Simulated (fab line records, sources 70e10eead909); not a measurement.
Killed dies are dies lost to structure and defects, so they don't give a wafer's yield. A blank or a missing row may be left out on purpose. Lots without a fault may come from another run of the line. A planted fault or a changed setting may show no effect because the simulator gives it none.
fab line records | flow nand_harc
record lots=5 wafers=15 last_day=24
route steps=1159 shown A_BONDPAD@1065
lots that met no fault: from a run of the same line without faults
start_h: hours from the record's first day to the start of the lot's first wafer shown | wait_h: hours since the lot's step before | " the same as in the row above | L1.1+2: a row that stands for several wafers | - no value, or no start given | * or withheld: withheld | < > ~ a bound
route shown NAME@n: a module of which the file shows steps, and the number in the route of the first | usual: mean/standard deviation of fault-free wafers | same: alike in all rows | chamber/n: place in a boat | sites: the reading at each site | _std_site: their standard deviation | _edge_site: outer sites' mean less inner sites' | radius_mm: how far each site lies from the wafer's centre | mask NAME#n: copy n | behind: the tool/chamber that last shaped the wafer | hold: why the lot was held/for how many hours/how that ended | device: the transistor (n, p or np) that didn't switch | end of line: the same wafers' tests at the end of the route | a step without rows: its recipe alone | killed: dies lost to structure and defects at the first sort, not the wafer's yield | map: a wafer's dies, x killed, . not, _ none there
set.NAME: the setting as run; set.NAME@STEP: as run at that earlier step | model.NAME: the simulator's own value behind a step, which no gauge read
lots at some steps of the route; a table a step, a row a wafer
services: from which hour (start_h, from the record's first day; less than 0 if before it) a tool's chamber was out of use, for how many hours, and why
## steps
# step NHARC_A_BONDPAD_COAT_33
# recipe temp_c=200 time_s=65
# step NHARC_A_BONDPAD_COAT_03
# recipe spin_rpm=2000 resist_thk_nm=600
# step NHARC_A_BONDPAD_SOFTBAKE_04
# recipe temp_c=125 time_s=70
# step NHARC_A_BONDPAD_EBR_05
# step NHARC_A_BONDPAD_EXPOSE_06
# recipe na=0.55 dose_mj=36.99 mask_id=A_BPAD
# step NHARC_A_BONDPAD_PEB_07
# recipe peb_temp_c=128 peb_time_s=80
# step NHARC_A_BONDPAD_DEVELOP_08
# recipe time_s=50 dev_temp_c=22
# step NHARC_A_BONDPAD_CD_MEAS_09
# recipe target_cd_nm=500 landing_energy_ev=500
# usual cd_nm=499.7/2
# columns lot.wafer tool chamber start_h wait_h cd_nm
L480.1 cd_sem-03 0 412.51 - 502.6
L480.4 " 0 " " 500.4
L480.5 " 0 " " 500.9
L482.2 cd_sem-02 0 413.66 - 502.3
L482.3 " 0 " " 503.8
L482.4 " 0 " " 501.9
L485.1 cd_sem-01 0 450.75 - 500.1
L485.3 " 0 " " 495.4
L485.5 " 0 " " 500.6
L491.2 cd_sem-03 0 504.95 - 501.0
L491.3 " 0 " " 500.2
L491.5 " 0 " " 501.1
L496.2 cd_sem-02 0 517.91 - 499.3
L496.5 " 0 " " 499.3
L496.6 " 0 " " 497.8
# step NHARC_A_BONDPAD_OVL_MEAS_35
# usual overlay_x_nm=0/6.9 overlay_y_nm=0/5.3
# columns lot.wafer tool chamber start_h wait_h overlay_x_nm overlay_y_nm
L480.1 overlay-02 - 412.61 - -3 3
L480.4 " - " " -3 3
L480.5 " - " " -3 4
L482.2 overlay-01 - 413.75 - -7 3
L482.3 " - " " -8 3
L482.4 " - " " -8 3
L485.1 overlay-02 - 450.84 - -6 1
L485.3 " - " " -6 1
L485.5 " - " " -6 2
L491.2 overlay-01 - 505.04 - -6 -5
L491.3 " - " " -7 -5
L491.5 " - " " -6 -5
L496.2 overlay-02 - 518.01 - 7 7
L496.5 " - " " 7 8
L496.6 " - " " 7 7
# step NHARC_A_BONDPAD_HARDBAKE_10
# recipe temp_c=118 time_s=65
# step NHARC_A_BONDPAD_DESCUM_11
# recipe time_s=3 o2_flow_sccm=200 ar_flow_sccm=0 bias_power_w=0 chemistry=O2
# usual drypump_motor_current_A=5.6/0.63 oes_product_au=0.995/0.01 rf_vpp_V=57.9/0.76 showerhead_plenum_p_Torr=1.95/0.075 throttle_valve_pct=11.310/0.0087
# same bias_power_w=0
# columns lot.wafer tool chamber start_h wait_h drypump_motor_current_A oes_product_au rf_hours_counter_h rf_vpp_V showerhead_plenum_p_Torr throttle_valve_pct
L480.4 rie_diel-03 1 412.74 - 4.8 1.000 1 57.9 1.98 11.304
L480.1 " 0 " " 6.5 0.986 1 57.4 2.02 11.315
L480.5 " 2 " " 5.0 0.999 - 57.3 1.86 11.311
L482.4 rie_diel-06 0 413.90 - 5.9 0.996 64 58.6 1.94 11.302
L482.3 " 1 " " 6.5 0.999 62 57.5 1.99 11.324
L482.2 " 2 " " 6.4 0.980 62 58.0 1.94 11.304
L485.1 rie_diel-03 3 450.98 - 5.3 0.982 2 58.4 2.02 11.291
L485.3 " 0 " " 6.5 0.979 2 58.1 2.02 11.315
L485.5 " 2 " " 5.0 1.013 - 58.4 1.86 11.310
L491.3 rie_diel-03 1 505.16 - 4.8 0.987 3 57.6 1.98 11.310
L491.2 " 2 " " 5.1 1.008 3 58.3 1.85 11.314
L491.5 " 1 " " 4.8 0.978 - 58.2 1.98 11.306
L496.2 rie_diel-03 2 518.13 - 5.0 1.008 4 58.6 1.86 11.321
L496.6 " 2 " " 5.0 1.011 - 58.6 1.86 11.307
L496.5 " 3 " " 5.3 0.985 - 57.3 2.02 11.314
# step NHARC_A_BONDPAD_ETCH_34
# recipe target_depth_a=600 overetch_a=180 time_s=65.91 ion_energy_ev=200 n2_flow_sccm=150 h2_flow_sccm=150 ar_flow_sccm=0 rf_w=400 bias_w=150 chemistry=N2/H2
# usual drypump_motor_current_A=5.6/0.65 oes_product_au=0.996/0.011 rf_vpp_V=431.8/2.4 showerhead_plenum_p_Torr=2.09/0.081 throttle_valve_pct=14.171/0.0097
# columns lot.wafer tool chamber start_h wait_h drypump_motor_current_A oes_product_au rf_hours_counter_h rf_vpp_V showerhead_plenum_p_Torr throttle_valve_pct
L480.4 rie_diel-03 3 412.82 0.1 5.2 0.988 0 434.2 2.15 14.178
L480.1 " 2 " " 5.0 1.007 0 428.8 1.98 14.174
L480.5 " 3 " " 5.2 0.980 - 434.4 2.15 14.179
L482.3 rie_diel-06 0 413.97 0.1 5.9 1.005 64 431.7 2.07 14.178
L482.4 " 2 " " 6.4 0.998 62 432.0 2.07 14.174
L482.2 " 3 " " 6.3 1.023 53 425.4 1.87 14.164
L485.1 rie_diel-03 2 451.05 0.1 5.0 1.005 2 428.7 1.98 14.161
L485.3 " 0 " " 6.6 0.990 2 435.9 2.16 14.169
L485.5 " 3 " " 5.3 0.995 - 434.0 2.15 14.156
L491.2 rie_diel-03 3 505.25 0.1 5.2 0.975 3 434.1 2.15 14.187
L491.3 " 1 " " 4.9 0.985 3 432.6 2.11 14.175
L491.5 " 0 " " 6.6 0.990 - 433.3 2.16 14.165
L496.2 rie_diel-03 1 518.22 0.1 4.9 0.997 4 432.6 2.11 14.167
L496.5 " 0 " " 6.5 0.991 - 432.6 2.16 14.172
L496.6 " 1 " " 4.9 0.987 - 432.5 2.11 14.171
# step NHARC_A_BONDPAD_ETCH_12
# recipe target_depth_a=2200 time_s=110 chf3_flow_sccm=50 o2_flow_sccm=10 ar_flow_sccm=200 rf_w=500 bias_w=200 chemistry=CHF3/O2
# usual drypump_motor_current_A=5.6/0.65 oes_product_au=0.936/0.019 rf_vpp_V=371.6/2 showerhead_plenum_p_Torr=2.45/0.088 throttle_valve_pct=20.572/0.0093
# columns lot.wafer tool chamber start_h wait_h drypump_motor_current_A oes_product_au rf_hours_counter_h rf_vpp_V showerhead_plenum_p_Torr throttle_valve_pct
L480.4 rie_diel-03 1 412.91 - 4.8 0.963 1 371.8 2.48 20.577
L480.1 " 0 " " 6.5 0.954 1 371.7 2.53 20.566
L480.5 " 1 " " 4.8 0.959 - 372.2 2.48 20.567
L482.2 rie_diel-06 3 414.13 - 6.3 0.936 53 366.3 2.22 20.590
L482.4 " 0 " " 5.9 0.927 64 370.7 2.44 20.557
L482.3 " 1 " " 6.5 0.926 62 371.5 2.49 20.577
L485.1 rie_diel-03 1 451.16 - 4.9 0.930 2 372.8 2.48 20.575
L485.3 " 2 " " 5.1 0.941 2 369.2 2.33 20.564
L485.5 " 0 " " 6.5 0.938 - 372.9 2.53 20.576
L491.2 rie_diel-03 3 505.34 - 5.2 0.954 3 374.3 2.52 20.574
L491.3 " 1 " " 4.8 0.936 3 370.9 2.48 20.562
L491.5 " 3 " " 5.2 0.953 - 373.0 2.52 20.570
L496.2 rie_diel-03 3 518.31 - 5.2 0.914 3 373.5 2.52 20.591
L496.5 " 3 " " 5.2 0.916 - 372.2 2.52 20.561
L496.6 " 0 " " 6.5 0.867 - 373.6 2.53 20.583
# step NHARC_A_BONDPAD_CD_MEAS_13
# usual cd_nm=499.2/2.1
# columns lot.wafer tool chamber start_h wait_h cd_nm
L480.1 cd_sem-03 - 413.05 - 502.1
L480.4 " - " " 500.3
L480.5 " - " " 501.0
L482.2 cd_sem-02 - 414.27 - 501.3
L482.3 " - " " 503.1
L482.4 " - " " 501.7
L485.1 cd_sem-02 - 451.29 - 498.8
L485.3 " - " " 495.3
L485.5 " - " " 500.5
L491.2 cd_sem-02 - 505.48 - 500.6
L491.3 " - " " 501.0
L491.5 " - " " 501.5
L496.2 cd_sem-03 - 518.45 - 498.2
L496.5 " - " " 498.3
L496.6 " - " " 497.4
## services
# columns tool chamber start_h hours kind
rie_diel-03 - 392.30 9.0 pm
rie_diel-03 0 392.30 9.0 vent_cycle
rie_diel-03 1 392.30 9.0 vent_cycle
rie_diel-03 2 392.30 9.0 vent_cycle
rie_diel-03 3 392.30 9.0 vent_cycle
rie_diel-03 0 401.30 - clean
rie_diel-03 1 401.30 - clean
rie_diel-03 2 401.30 - clean
rie_diel-03 3 401.30 - clean
rie_diel-03 - 404.87 1.6 repair
rie_diel-06 - 418.27 9.0 pm
rie_diel-03 0 425.91 - clean
rie_diel-03 1 425.91 - clean
rie_diel-03 2 425.91 - clean
rie_diel-03 3 425.91 - clean
rie_diel-03 0 450.41 - clean
rie_diel-03 1 450.41 - clean
rie_diel-03 2 450.41 - clean
rie_diel-03 3 450.41 - clean
rie_diel-03 - 467.76 0.7 repair
rie_diel-03 0 468.93 12.0 repair
rie_diel-03 3 472.55 14.5 repair
rie_diel-03 1 475.01 - clean
rie_diel-03 - 478.87 0.9 repair
## key
first_sign step=NHARC_A_BONDPAD_ETCH_12 reading=oes_product_au direction=down sigmas=3.6 usual=0.936 struck=0.867
effect none on later readings
met_at NHARC_A_BONDPAD_ETCH_12
struck_wafers L496.6
later_rows_left_out L496.6
sort_left_out L496.6
onset_between 451.16 518.31
fault kind=process_parameter_drift tool=rie_diel-03 chamber=0 onset_h=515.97 steps=NHARC_A_BONDPAD_ETCH_12 channel=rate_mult offset=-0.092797 shape=step end_h=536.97
# sort_left_out: the simulated sort isn't trusted on such a fault, so these wafers' sort isn't shown, and their yield isn't known
# later_rows_left_out: the simulator's readings of these wafers behind a module that went badly wrong aren't trusted and aren't shown, but for the sort
